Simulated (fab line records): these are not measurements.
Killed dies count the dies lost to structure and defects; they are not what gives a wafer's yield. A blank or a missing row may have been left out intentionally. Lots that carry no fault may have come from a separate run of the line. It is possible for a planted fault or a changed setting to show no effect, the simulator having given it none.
fab line records :: flow nandHarc
record
  lots=5
  wafers=15
  lastDay=24
route steps=1159 shown A_BLC@966 END@1159
lots that met no fault: taken from a fault-free run of the same line
startH: the number of hours between the record's first day and the start of the first shown wafer of the lot :: waitH: hours elapsed since this lot's preceding step :: " the same as in the row above :: L1.1+2: a row that stands for several wafers :: - no value present, or no start provided :: * or withheld: withheld :: < > ~ a bound
route shown NAME@n: a module of which the file shows steps, and the number in the route of the first :: usual: average and standard deviation across the fault-free wafers :: same: alike in all rows :: chamber/n: place in a boat :: sites: readings site by site :: _std_site: how widely they spread, as a standard deviation :: _edge_site: inner sites' mean taken away from outer sites' mean :: radiusMm: for every site, how far away it sits from the centre of the wafer :: mask NAME#n: copy n :: behind: the last tool/chamber to shape the wafer :: hold: cause of the lot's hold/its duration in hours/its outcome :: device: the transistor (n, p or np) that didn't switch :: end of line: the same wafers' tests at the end of the route :: a step with no rows: only its recipe :: killed: the dies lost at the first sort to structure and to defects; this is not the yield of the wafer :: map: a wafer's dies, x killed, . not, _ none there
set.NAME: the setting the step ran with; set.NAME@STEP: the setting that earlier step ran with :: model.NAME: the simulator's own value behind a step, which no gauge read
a table for each step, a row for each wafer; lots at some steps of the route
services: from which hour (startH, from the record's first day; less than 0 if before it) a tool's chamber was out of use, for how many hours, and why
## steps
# step NHARC_A_BLC_COAT_02
# recipe
  tempC=260
  timeS=75
# step NHARC_A_BLC_COAT_03
# recipe
  tempC=225
  timeS=65
# step NHARC_A_BLC_COAT_04
# recipe
  spinRpm=1500
  resistThkNm=90
# step NHARC_A_BLC_SOFTBAKE_05
# recipe
  tempC=105
  timeS=55
# step NHARC_A_BLC_EBR_06
# step NHARC_A_BLC_EXPOSE_07
# recipe
  na=1.35
  targetCdNm=100
  doseMj=67.97
  maskId=A_BLC
# step NHARC_A_BLC_PEB_08
# recipe
  pebTempC=100
  pebTimeS=65
# step NHARC_A_BLC_DEVELOP_09
# recipe
  developTimeS=35
  devTempC=23
# step NHARC_A_BLC_CD_MEAS_10
# recipe
  targetCdNm=100
  landingEnergyEv=500
# usual
  cdNm=100.3/0.65
lot.wafer: L545.1
tool: cdSem-03
chamber: 0
startH: 396.63
waitH: -
cdNm: 100.5

lot.wafer: L545.2
tool: cdSem-03
chamber: 0
startH: 396.63
waitH: -
cdNm: 100.2

lot.wafer: L545.3
tool: cdSem-03
chamber: 0
startH: 396.63
waitH: -
cdNm: 101.5

lot.wafer: L544.2
tool: cdSem-03
chamber: 0
startH: 406.82
waitH: -
cdNm: 100.5

lot.wafer: L544.3
tool: cdSem-03
chamber: 0
startH: 406.82
waitH: -
cdNm: 100.2

lot.wafer: L544.5
tool: cdSem-03
chamber: 0
startH: 406.82
waitH: -
cdNm: 100.7

lot.wafer: L550.2
tool: cdSem-03
chamber: 0
startH: 434.82
waitH: -
cdNm: 100.5

lot.wafer: L550.3
tool: cdSem-03
chamber: 0
startH: 434.82
waitH: -
cdNm: 101.6

lot.wafer: L550.4
tool: cdSem-03
chamber: 0
startH: 434.82
waitH: -
cdNm: 100.0

lot.wafer: L563.1
tool: cdSem-03
chamber: 0
startH: 521.43
waitH: -
cdNm: 99.8

lot.wafer: L563.2
tool: cdSem-03
chamber: 0
startH: 521.43
waitH: -
cdNm: 99.9

lot.wafer: L563.5
tool: cdSem-03
chamber: 0
startH: 521.43
waitH: -
cdNm: 99.7

lot.wafer: L565.1
tool: cdSem-01
chamber: 0
startH: 523.42
waitH: -
cdNm: 99.1

lot.wafer: L565.2
tool: cdSem-01
chamber: 0
startH: 523.42
waitH: -
cdNm: 100.0

lot.wafer: L565.4
tool: cdSem-01
chamber: 0
startH: 523.42
waitH: -
cdNm: 100.3
# step NHARC_A_BLC_OVL_MEAS_11
# usual
  overlayXNm=-0.1/0.8
  overlayYNm=0.2/0.8
lot.wafer: L545.1
tool: overlay-02
chamber: -
startH: 396.72
waitH: -
overlayXNm: -0.8
overlayYNm: 1.7

lot.wafer: L545.2
tool: overlay-02
chamber: -
startH: 396.72
waitH: -
overlayXNm: -0.9
overlayYNm: 1.5

lot.wafer: L545.3
tool: overlay-02
chamber: -
startH: 396.72
waitH: -
overlayXNm: -0.6
overlayYNm: 1.6

lot.wafer: L544.2
tool: overlay-02
chamber: -
startH: 406.90
waitH: -
overlayXNm: 1.1
overlayYNm: 1.7

lot.wafer: L544.3
tool: overlay-02
chamber: -
startH: 406.90
waitH: -
overlayXNm: 0.3
overlayYNm: 1.0

lot.wafer: L544.5
tool: overlay-02
chamber: -
startH: 406.90
waitH: -
overlayXNm: 0.9
overlayYNm: 1.1

lot.wafer: L550.2
tool: overlay-01
chamber: -
startH: 434.91
waitH: -
overlayXNm: -1.4
overlayYNm: 0.8

lot.wafer: L550.3
tool: overlay-01
chamber: -
startH: 434.91
waitH: -
overlayXNm: -1.0
overlayYNm: 0.8

lot.wafer: L550.4
tool: overlay-01
chamber: -
startH: 434.91
waitH: -
overlayXNm: -0.7
overlayYNm: 0.8

lot.wafer: L563.1
tool: overlay-02
chamber: -
startH: 521.52
waitH: -
overlayXNm: 1.3
overlayYNm: 1.3

lot.wafer: L563.2
tool: overlay-02
chamber: -
startH: 521.52
waitH: -
overlayXNm: 0.8
overlayYNm: 0.9

lot.wafer: L563.5
tool: overlay-02
chamber: -
startH: 521.52
waitH: -
overlayXNm: 1.1
overlayYNm: 0.6

lot.wafer: L565.1
tool: overlay-01
chamber: -
startH: 523.51
waitH: -
overlayXNm: 0.5
overlayYNm: -0.3

lot.wafer: L565.2
tool: overlay-01
chamber: -
startH: 523.51
waitH: -
overlayXNm: 0.3
overlayYNm: -0.2

lot.wafer: L565.4
tool: overlay-01
chamber: -
startH: 523.51
waitH: -
overlayXNm: 0.6
overlayYNm: 0.0
# step NHARC_A_BLC_INSPECT_12
# usual
  rawDefectCount=28/14
lot.wafer: L545.1
tool: defectInspect-01
chamber: -
startH: 396.76
waitH: 0.0
rawDefectCount: 26

lot.wafer: L545.2
tool: defectInspect-01
chamber: -
startH: 396.76
waitH: 0.0
rawDefectCount: 25

lot.wafer: L545.3
tool: defectInspect-01
chamber: -
startH: 396.76
waitH: 0.0
rawDefectCount: 30

lot.wafer: L544.2
tool: defectInspect-01
chamber: -
startH: 406.94
waitH: 0.0
rawDefectCount: 3

lot.wafer: L544.3
tool: defectInspect-01
chamber: -
startH: 406.94
waitH: 0.0
rawDefectCount: 10

lot.wafer: L544.5
tool: defectInspect-01
chamber: -
startH: 406.94
waitH: 0.0
rawDefectCount: 7

lot.wafer: L550.2
tool: defectInspect-01
chamber: -
startH: 434.94
waitH: 0.0
rawDefectCount: 17

lot.wafer: L550.3
tool: defectInspect-01
chamber: -
startH: 434.94
waitH: 0.0
rawDefectCount: 9

lot.wafer: L550.4
tool: defectInspect-01
chamber: -
startH: 434.94
waitH: 0.0
rawDefectCount: 16

lot.wafer: L563.1
tool: defectInspect-02
chamber: -
startH: 521.56
waitH: 0.0
rawDefectCount: 28

lot.wafer: L563.2
tool: defectInspect-02
chamber: -
startH: 521.56
waitH: 0.0
rawDefectCount: 45

lot.wafer: L563.5
tool: defectInspect-02
chamber: -
startH: 521.56
waitH: 0.0
rawDefectCount: 34

lot.wafer: L565.1
tool: defectInspect-02
chamber: -
startH: 523.55
waitH: 0.0
rawDefectCount: 26

lot.wafer: L565.2
tool: defectInspect-02
chamber: -
startH: 523.55
waitH: 0.0
rawDefectCount: 32

lot.wafer: L565.4
tool: defectInspect-02
chamber: -
startH: 523.55
waitH: 0.0
rawDefectCount: 21
# step NHARC_A_BLC_DESCUM_15
# recipe
  timeS=3
  o2FlowSccm=200
  arFlowSccm=0
  biasPowerW=0
  chemistry=O2
# usual
  chamberPressureMTorr=60.00/0.057
  drypumpMotorCurrentA=5.9/0.54
  oesProductAu=1.006/0.011
  rfVppV=57.6/0.98
  showerheadPlenumPTorr=1.88/0.086
  throttleValvePct=11.311/0.0096
# same
  biasPowerW=0
lot.wafer: L545.2
tool: rieDiel-12
chamber: 1
startH: 396.82
waitH: 0.1
chamberPressureMTorr: 59.97
drypumpMotorCurrentA: 6.4
oesProductAu: 1.011
rfHoursCounterH: 2
rfVppV: 56.3
showerheadPlenumPTorr: 1.86
throttleValvePct: 11.314

lot.wafer: L545.1
tool: rieDiel-12
chamber: 3
startH: 396.82
waitH: 0.1
chamberPressureMTorr: 59.98
drypumpMotorCurrentA: 5.4
oesProductAu: 1.009
rfHoursCounterH: 1
rfVppV: 57.0
showerheadPlenumPTorr: 1.79
throttleValvePct: 11.305

lot.wafer: L545.3
tool: rieDiel-12
chamber: 0
startH: 396.82
waitH: 0.1
chamberPressureMTorr: 60.04
drypumpMotorCurrentA: 6.7
oesProductAu: 1.012
rfHoursCounterH: 2
rfVppV: 56.9
showerheadPlenumPTorr: 1.80
throttleValvePct: 11.297

lot.wafer: L544.2
tool: rieDiel-02
chamber: 1
startH: 407.01
waitH: 0.1
chamberPressureMTorr: 60.02
drypumpMotorCurrentA: 5.8
oesProductAu: 1.011
rfHoursCounterH: 7
rfVppV: 59.7
showerheadPlenumPTorr: 1.99
throttleValvePct: 11.303

lot.wafer: L544.3
tool: rieDiel-02
chamber: 3
startH: 407.01
waitH: 0.1
chamberPressureMTorr: 60.02
drypumpMotorCurrentA: 5.7
oesProductAu: 1.006
rfHoursCounterH: 5
rfVppV: 59.9
showerheadPlenumPTorr: 2.00
throttleValvePct: 11.315

lot.wafer: L544.5
tool: rieDiel-02
chamber: 2
startH: 407.01
waitH: 0.1
chamberPressureMTorr: 59.96
drypumpMotorCurrentA: 5.9
oesProductAu: 0.994
rfHoursCounterH: -
rfVppV: 56.8
showerheadPlenumPTorr: 1.92
throttleValvePct: 11.311

lot.wafer: L550.4
tool: rieDiel-02
chamber: 2
startH: 435.01
waitH: 0.1
chamberPressureMTorr: 59.97
drypumpMotorCurrentA: 5.8
oesProductAu: 1.002
rfHoursCounterH: 10
rfVppV: 56.2
showerheadPlenumPTorr: 1.92
throttleValvePct: 11.317

lot.wafer: L550.3
tool: rieDiel-02
chamber: 3
startH: 435.01
waitH: 0.1
chamberPressureMTorr: 60.01
drypumpMotorCurrentA: 5.7
oesProductAu: 1.013
rfHoursCounterH: 9
rfVppV: 57.4
showerheadPlenumPTorr: 2.00
throttleValvePct: 11.307

lot.wafer: L550.2
tool: rieDiel-02
chamber: 0
startH: 435.01
waitH: 0.1
chamberPressureMTorr: 60.02
drypumpMotorCurrentA: 5.7
oesProductAu: 1.005
rfHoursCounterH: 9
rfVppV: 57.8
showerheadPlenumPTorr: 1.78
throttleValvePct: 11.314

lot.wafer: L563.1
tool: rieDiel-12
chamber: 3
startH: 521.63
waitH: 0.1
chamberPressureMTorr: 59.98
drypumpMotorCurrentA: 5.4
oesProductAu: 1.014
rfHoursCounterH: 15
rfVppV: 58.4
showerheadPlenumPTorr: 1.78
throttleValvePct: 11.296

lot.wafer: L563.2
tool: rieDiel-12
chamber: 0
startH: 521.63
waitH: 0.1
chamberPressureMTorr: 60.06
drypumpMotorCurrentA: 6.7
oesProductAu: 1.012
rfHoursCounterH: 15
rfVppV: 58.2
showerheadPlenumPTorr: 1.80
throttleValvePct: 11.309

lot.wafer: L563.5
tool: rieDiel-12
chamber: 3
startH: 521.63
waitH: 0.1
chamberPressureMTorr: 60.13
drypumpMotorCurrentA: 5.4
oesProductAu: 1.016
rfHoursCounterH: -
rfVppV: 57.4
showerheadPlenumPTorr: 1.78
throttleValvePct: 11.316

lot.wafer: L565.1
tool: rieDiel-12
chamber: 3
startH: 523.61
waitH: 0.1
chamberPressureMTorr: 59.97
drypumpMotorCurrentA: 5.3
oesProductAu: 1.003
rfHoursCounterH: 16
rfVppV: 57.2
showerheadPlenumPTorr: 1.78
throttleValvePct: 11.296

lot.wafer: L565.2
tool: rieDiel-12
chamber: 0
startH: 523.61
waitH: 0.1
chamberPressureMTorr: 60.02
drypumpMotorCurrentA: 6.7
oesProductAu: 1.006
rfHoursCounterH: 15
rfVppV: 55.8
showerheadPlenumPTorr: 1.80
throttleValvePct: 11.293

lot.wafer: L565.4
tool: rieDiel-12
chamber: 2
startH: 523.61
waitH: 0.1
chamberPressureMTorr: 59.98
drypumpMotorCurrentA: 4.8
oesProductAu: 0.998
rfHoursCounterH: 14
rfVppV: 57.8
showerheadPlenumPTorr: 1.99
throttleValvePct: 11.303
# step NHARC_A_BLC_ETCH_16
# recipe
  targetDepthA=390
  overEtchFrac=0.3
  timeS=65
  ionEnergyEv=80
  cf4FlowSccm=150
  arFlowSccm=0
  rfW=300
  biasW=100
  chemistry=CF4
# usual
  cf4FlowSccm=150.0/0.42
  chamberPressureMTorr=50.00/0.048
  drypumpMotorCurrentA=5.8/0.55
  oesProductAu=1.004/0.011
  rfVppV=151.1/1.3
  runLengthS=86.5/0.33
  showerheadPlenumPTorr=1.74/0.075
  throttleValvePct=13.284/0.0086
lot.wafer: L545.2
tool: rieDiel-12
chamber: 1
startH: 396.92
waitH: 0.1
cf4FlowSccm: 149.6
chamberPressureMTorr: 49.98
drypumpMotorCurrentA: 6.4
oesProductAu: 1.011
rfHoursCounterH: 2
rfVppV: 150.4
runLengthS: 86.7
showerheadPlenumPTorr: 1.72
throttleValvePct: 13.277

lot.wafer: L545.1
tool: rieDiel-12
chamber: 3
startH: 396.92
waitH: 0.1
cf4FlowSccm: 149.5
chamberPressureMTorr: 49.96
drypumpMotorCurrentA: 5.4
oesProductAu: 0.997
rfHoursCounterH: 1
rfVppV: 151.5
runLengthS: 86.3
showerheadPlenumPTorr: 1.66
throttleValvePct: 13.284

lot.wafer: L545.3
tool: rieDiel-12
chamber: 0
startH: 396.92
waitH: 0.1
cf4FlowSccm: 149.6
chamberPressureMTorr: 50.05
drypumpMotorCurrentA: 6.6
oesProductAu: 1.004
rfHoursCounterH: 2
rfVppV: 149.9
runLengthS: 86.7
showerheadPlenumPTorr: 1.67
throttleValvePct: 13.275

lot.wafer: L544.3
tool: rieDiel-02
chamber: 1
startH: 407.46
waitH: 0.4
cf4FlowSccm: 149.9
chamberPressureMTorr: 49.96
drypumpMotorCurrentA: 5.8
oesProductAu: 1.004
rfHoursCounterH: 7
rfVppV: 153.6
runLengthS: 86.8
showerheadPlenumPTorr: 1.83
throttleValvePct: 13.264

lot.wafer: L544.2
tool: rieDiel-02
chamber: 2
startH: 407.46
waitH: 0.4
cf4FlowSccm: 150.0
chamberPressureMTorr: 49.93
drypumpMotorCurrentA: 5.8
oesProductAu: 0.990
rfHoursCounterH: 7
rfVppV: 150.6
runLengthS: 87.5
showerheadPlenumPTorr: 1.78
throttleValvePct: 13.280

lot.wafer: L544.5
tool: rieDiel-02
chamber: 3
startH: 407.46
waitH: 0.4
cf4FlowSccm: 150.8
chamberPressureMTorr: 49.88
drypumpMotorCurrentA: 5.7
oesProductAu: 1.008
rfHoursCounterH: -
rfVppV: 152.3
runLengthS: 86.6
showerheadPlenumPTorr: 1.84
throttleValvePct: 13.288

lot.wafer: L550.4
tool: rieDiel-02
chamber: 1
startH: 435.09
waitH: 0.1
cf4FlowSccm: 149.3
chamberPressureMTorr: 49.99
drypumpMotorCurrentA: 5.9
oesProductAu: 1.022
rfHoursCounterH: 11
rfVppV: 152.2
runLengthS: 86.9
showerheadPlenumPTorr: 1.83
throttleValvePct: 13.276

lot.wafer: L550.3
tool: rieDiel-02
chamber: 2
startH: 435.09
waitH: 0.1
cf4FlowSccm: 149.9
chamberPressureMTorr: 49.99
drypumpMotorCurrentA: 5.8
oesProductAu: 0.988
rfHoursCounterH: 10
rfVppV: 151.1
runLengthS: 86.8
showerheadPlenumPTorr: 1.78
throttleValvePct: 13.282

lot.wafer: L550.2
tool: rieDiel-02
chamber: 3
startH: 435.09
waitH: 0.1
cf4FlowSccm: 150.4
chamberPressureMTorr: 50.01
drypumpMotorCurrentA: 5.6
oesProductAu: 1.014
rfHoursCounterH: 9
rfVppV: 151.5
runLengthS: 70.7
showerheadPlenumPTorr: 1.84
throttleValvePct: 13.279

lot.wafer: L563.1
tool: rieDiel-12
chamber: 2
startH: 521.71
waitH: 0.1
cf4FlowSccm: 150.2
chamberPressureMTorr: 50.02
drypumpMotorCurrentA: 4.8
oesProductAu: 1.005
rfHoursCounterH: 14
rfVppV: 153.1
runLengthS: 86.3
showerheadPlenumPTorr: 1.84
throttleValvePct: 13.288

lot.wafer: L563.2
tool: rieDiel-12
chamber: 1
startH: 521.71
waitH: 0.1
cf4FlowSccm: 150.1
chamberPressureMTorr: 49.99
drypumpMotorCurrentA: 6.4
oesProductAu: 1.008
rfHoursCounterH: 16
rfVppV: 152.5
runLengthS: 86.4
showerheadPlenumPTorr: 1.72
throttleValvePct: 13.300

lot.wafer: L563.5
tool: rieDiel-12
chamber: 3
startH: 521.71
waitH: 0.1
cf4FlowSccm: 149.2
chamberPressureMTorr: 50.07
drypumpMotorCurrentA: 5.4
oesProductAu: 1.014
rfHoursCounterH: -
rfVppV: 150.1
runLengthS: 86.5
showerheadPlenumPTorr: 1.66
throttleValvePct: 13.296

lot.wafer: L565.2
tool: rieDiel-12
chamber: 0
startH: 523.70
waitH: 0.1
cf4FlowSccm: 150.8
chamberPressureMTorr: 50.05
drypumpMotorCurrentA: 6.7
oesProductAu: 0.995
rfHoursCounterH: 15
rfVppV: 148.8
runLengthS: 86.3
showerheadPlenumPTorr: 1.67
throttleValvePct: 13.269

lot.wafer: L565.1
tool: rieDiel-12
chamber: 2
startH: 523.70
waitH: 0.1
cf4FlowSccm: 149.9
chamberPressureMTorr: 49.99
drypumpMotorCurrentA: 4.8
oesProductAu: 1.003
rfHoursCounterH: 14
rfVppV: 152.0
runLengthS: 86.6
showerheadPlenumPTorr: 1.84
throttleValvePct: 13.285

lot.wafer: L565.4
tool: rieDiel-12
chamber: 3
startH: 523.70
waitH: 0.1
cf4FlowSccm: 149.4
chamberPressureMTorr: 49.83
drypumpMotorCurrentA: 5.4
oesProductAu: 0.995
rfHoursCounterH: 16
rfVppV: 151.3
runLengthS: 86.2
showerheadPlenumPTorr: 1.66
throttleValvePct: 13.286
# step NHARC_A_BLC_ETCH_17
# recipe
  targetDepthA=3900
  overEtchFrac=0.25
  timeS=609.38
  ionEnergyEv=200
  n2FlowSccm=150
  h2FlowSccm=150
  arFlowSccm=0
  rfW=400
  biasW=150
  chemistry=N2/H2
# usual
  chamberPressureMTorr=29.999/0.027
  drypumpMotorCurrentA=5.9/0.54
  oesProductAu=1.004/0.01
  rfVppV=429.5/2.8
  runLengthS=630.8/0.33
  showerheadPlenumPTorr=2.00/0.095
  throttleValvePct=14.172/0.009
lot.wafer: L545.3
tool: rieDiel-12
chamber: 0
startH: -
waitH: -
chamberPressureMTorr: 30.021
drypumpMotorCurrentA: 6.7
oesProductAu: 1.003
rfHoursCounterH: 2
rfVppV: 427.3
runLengthS: 631.0
showerheadPlenumPTorr: 1.92
throttleValvePct: 14.189

lot.wafer: L545.2
tool: rieDiel-12
chamber: 1
startH: -
waitH: -
chamberPressureMTorr: 29.960
drypumpMotorCurrentA: 6.4
oesProductAu: 1.012
rfHoursCounterH: 2
rfVppV: 427.5
runLengthS: 630.7
showerheadPlenumPTorr: 1.98
throttleValvePct: 14.183

lot.wafer: L545.1
tool: rieDiel-12
chamber: 3
startH: -
waitH: -
chamberPressureMTorr: 30.027
drypumpMotorCurrentA: 5.4
oesProductAu: 0.999
rfHoursCounterH: 1
rfVppV: 427.5
runLengthS: 630.9
showerheadPlenumPTorr: 1.90
throttleValvePct: 14.177

lot.wafer: L544.2
tool: rieDiel-02
chamber: 2
startH: -
waitH: -
chamberPressureMTorr: 30.010
drypumpMotorCurrentA: 5.8
oesProductAu: 0.991
rfHoursCounterH: 7
rfVppV: 431.9
runLengthS: 631.4
showerheadPlenumPTorr: 2.05
throttleValvePct: 14.168

lot.wafer: L544.3
tool: rieDiel-02
chamber: 0
startH: -
waitH: -
chamberPressureMTorr: 29.975
drypumpMotorCurrentA: 5.7
oesProductAu: 0.995
rfHoursCounterH: 6
rfVppV: 424.9
runLengthS: 631.1
showerheadPlenumPTorr: 1.90
throttleValvePct: 14.172

lot.wafer: L544.5
tool: rieDiel-02
chamber: 1
startH: -
waitH: -
chamberPressureMTorr: 30.009
drypumpMotorCurrentA: 5.8
oesProductAu: 1.019
rfHoursCounterH: -
rfVppV: 433.5
runLengthS: 630.7
showerheadPlenumPTorr: 2.12
throttleValvePct: 14.164

lot.wafer: L550.4
tool: rieDiel-02
chamber: 3
startH: -
waitH: -
chamberPressureMTorr: 30.017
drypumpMotorCurrentA: 5.7
oesProductAu: 1.016
rfHoursCounterH: 9
rfVppV: 434.4
runLengthS: 630.5
showerheadPlenumPTorr: 2.13
throttleValvePct: 14.182

lot.wafer: L550.3
tool: rieDiel-02
chamber: 0
startH: -
waitH: -
chamberPressureMTorr: 29.942
drypumpMotorCurrentA: 5.7
oesProductAu: 1.001
rfHoursCounterH: 10
rfVppV: 427.0
runLengthS: 631.0
showerheadPlenumPTorr: 1.90
throttleValvePct: 14.172

lot.wafer: L550.2
tool: rieDiel-02
chamber: 1
startH: -
waitH: -
chamberPressureMTorr: 30.024
drypumpMotorCurrentA: 5.8
oesProductAu: 1.017
rfHoursCounterH: 11
rfVppV: 431.4
runLengthS: 630.7
showerheadPlenumPTorr: 2.12
throttleValvePct: 14.165

lot.wafer: L563.2
tool: rieDiel-12
chamber: 3
startH: -
waitH: -
chamberPressureMTorr: 29.988
drypumpMotorCurrentA: 5.3
oesProductAu: 1.015
rfHoursCounterH: 15
rfVppV: 425.8
runLengthS: 630.8
showerheadPlenumPTorr: 1.90
throttleValvePct: 14.178

lot.wafer: L563.1
tool: rieDiel-12
chamber: 1
startH: -
waitH: -
chamberPressureMTorr: 30.033
drypumpMotorCurrentA: 6.4
oesProductAu: 1.005
rfHoursCounterH: 16
rfVppV: 429.7
runLengthS: 631.6
showerheadPlenumPTorr: 1.97
throttleValvePct: 14.177

lot.wafer: L563.5
tool: rieDiel-12
chamber: 3
startH: -
waitH: -
chamberPressureMTorr: 29.997
drypumpMotorCurrentA: 5.3
oesProductAu: 1.002
rfHoursCounterH: -
rfVppV: 427.6
runLengthS: 630.6
showerheadPlenumPTorr: 1.90
throttleValvePct: 14.163

lot.wafer: L565.1
tool: rieDiel-12
chamber: 0
startH: -
waitH: -
chamberPressureMTorr: 30.028
drypumpMotorCurrentA: 6.7
oesProductAu: 1.013
rfHoursCounterH: 15
rfVppV: 427.0
runLengthS: 630.9
showerheadPlenumPTorr: 1.91
throttleValvePct: 14.185

lot.wafer: L565.4
tool: rieDiel-12
chamber: 1
startH: -
waitH: -
chamberPressureMTorr: 29.997
drypumpMotorCurrentA: 6.4
oesProductAu: 1.022
rfHoursCounterH: 16
rfVppV: 427.7
runLengthS: 630.7
showerheadPlenumPTorr: 1.97
throttleValvePct: 14.174

lot.wafer: L565.2
tool: rieDiel-12
chamber: 3
startH: -
waitH: -
chamberPressureMTorr: 29.983
drypumpMotorCurrentA: 5.4
oesProductAu: 1.011
rfHoursCounterH: 16
rfVppV: 427.5
runLengthS: 631.1
showerheadPlenumPTorr: 1.90
throttleValvePct: 14.178
# step NHARC_END_SORT_01
# recipe
  tempC=25
# usual
  killedAtArray=26/11
  killedAtOther=0.6/1
  killedAtPeriphery=3.1/2.1
  killedDies=30/11
  killedOpen=3.4/1.8
  killedShort=2.1/1.5
# same
  grossDies=677
lot.wafer: L550.2
tool: prober-02
chamber: 0
startH: 487.46
waitH: 2.8
killedAtArray: 24
killedAtOther: 0
killedAtPeriphery: 2
killedDies: 26
killedOpen: 6
killedShort: 1

lot.wafer: L550.3
tool: prober-02
chamber: 0
startH: 488.28
waitH: 3.1
killedAtArray: 12
killedAtOther: 0
killedAtPeriphery: 4
killedDies: 16
killedOpen: 6
killedShort: 1

lot.wafer: L550.4
tool: prober-02
chamber: 0
startH: 489.10
waitH: 3.5
killedAtArray: 16
killedAtOther: 0
killedAtPeriphery: 1
killedDies: 17
killedOpen: 2
killedShort: 0
# killed by level:class
L550.2 A_CHANNEL_HOLE_D1:chamberFilmFlake=4 A_M0:geometricParticle:open=3 A_CHANNEL_FILL_D1:chamberFilmFlake=3 A_WL_FILL:chamberFilmFlake=3 A_CONTACT:chamberFilmFlake=3 A_BLC:areaEtch=3 P_M0:geometricParticle:open=1 A_ONON_D1:geometricParticle:open=1
L550.3 A_ZERO_WELL:chamberFilmFlake=3 A_CONTACT:geometricParticle:open=2 P_GATE:chamberFilmFlake=2 A_CHANNEL_HOLE_D1:chamberFilmFlake=2 P_GATE:geometricParticle:open=1 A_WL_FILL:geometricParticle:short=1 A_WL_FILL:geometricParticle:open=1 A_M0:geometricParticle:open=1
L550.4 A_CHANNEL_HOLE_D1:chamberFilmFlake=5 A_CONTACT:chamberFilmFlake=4 A_WL_FILL:chamberFilmFlake=2 A_WL_FILL:geometricParticle:open=1 A_BLC:geometricParticle:open=1 P_GATE:chamberFilmFlake=1 A_ZERO_WELL:chamberFilmFlake=1 A_STAIRCASE:chamberFilmFlake=1
## services
tool: rieDiel-02
chamber: 3
startH: 373.45
hours: 8.2
kind: repair

tool: rieDiel-12
chamber: -
startH: 379.40
hours: 9.0
kind: pm

tool: rieDiel-12
chamber: 0
startH: 379.40
hours: 9.0
kind: ventCycle

tool: rieDiel-12
chamber: 1
startH: 379.40
hours: 9.0
kind: ventCycle

tool: rieDiel-12
chamber: 2
startH: 379.40
hours: 9.0
kind: ventCycle

tool: rieDiel-12
chamber: 3
startH: 379.40
hours: 9.0
kind: ventCycle

tool: rieDiel-12
chamber: 0
startH: 388.40
hours: -
kind: clean

tool: rieDiel-12
chamber: 1
startH: 388.40
hours: -
kind: clean

tool: rieDiel-12
chamber: 2
startH: 388.40
hours: -
kind: clean

tool: rieDiel-12
chamber: 3
startH: 388.40
hours: -
kind: clean

tool: rieDiel-12
chamber: 2
startH: 395.12
hours: 2.0
kind: repair

tool: rieDiel-12
chamber: 0
startH: 412.90
hours: -
kind: clean

tool: rieDiel-12
chamber: 1
startH: 412.90
hours: -
kind: clean

tool: rieDiel-12
chamber: 2
startH: 412.90
hours: -
kind: clean

tool: rieDiel-12
chamber: 3
startH: 412.90
hours: -
kind: clean

tool: rieDiel-12
chamber: 0
startH: 437.40
hours: -
kind: clean

tool: rieDiel-12
chamber: 1
startH: 437.40
hours: -
kind: clean

tool: rieDiel-12
chamber: 2
startH: 437.40
hours: -
kind: clean

tool: rieDiel-12
chamber: 3
startH: 437.40
hours: -
kind: clean

tool: rieDiel-12
chamber: 0
startH: 443.02
hours: 6.2
kind: repair

tool: rieDiel-02
chamber: 1
startH: 454.58
hours: 6.5
kind: repair

tool: rieDiel-12
chamber: 0
startH: 461.90
hours: -
kind: clean

tool: rieDiel-12
chamber: 1
startH: 461.90
hours: -
kind: clean

tool: rieDiel-02
chamber: -
startH: 504.70
hours: 9.0
kind: pm
## key
firstSign
  step=NHARC_A_BLC_ETCH_16
  reading=runLengthS
  direction=down
  sigmas=48
  usual=*
  struck=*
effect none on later readings
metAt NHARC_A_BLC_ETCH_16
struckWafers L550.2
testerLeftOut L550
onsetBetween 407.46 435.09
fault
  kind=processParameterDrift
  tool=rieDiel-02
  chamber=-
  onsetH=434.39
  steps=NHARC_A_BLC_ETCH_16
  channel=timeS
  offset=*
  shape=step
  endH=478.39
  scope=struckWafersOnly
  actsIn=*
  stated=*
# testerLeftOut: of these lots the tester's yield and bins aren't shown, on N5 and GAA mostly nor the transistor test; their killed dies are dies lost to structure and defects alone, not to doping, threshold or leakage, so they don't give the yield
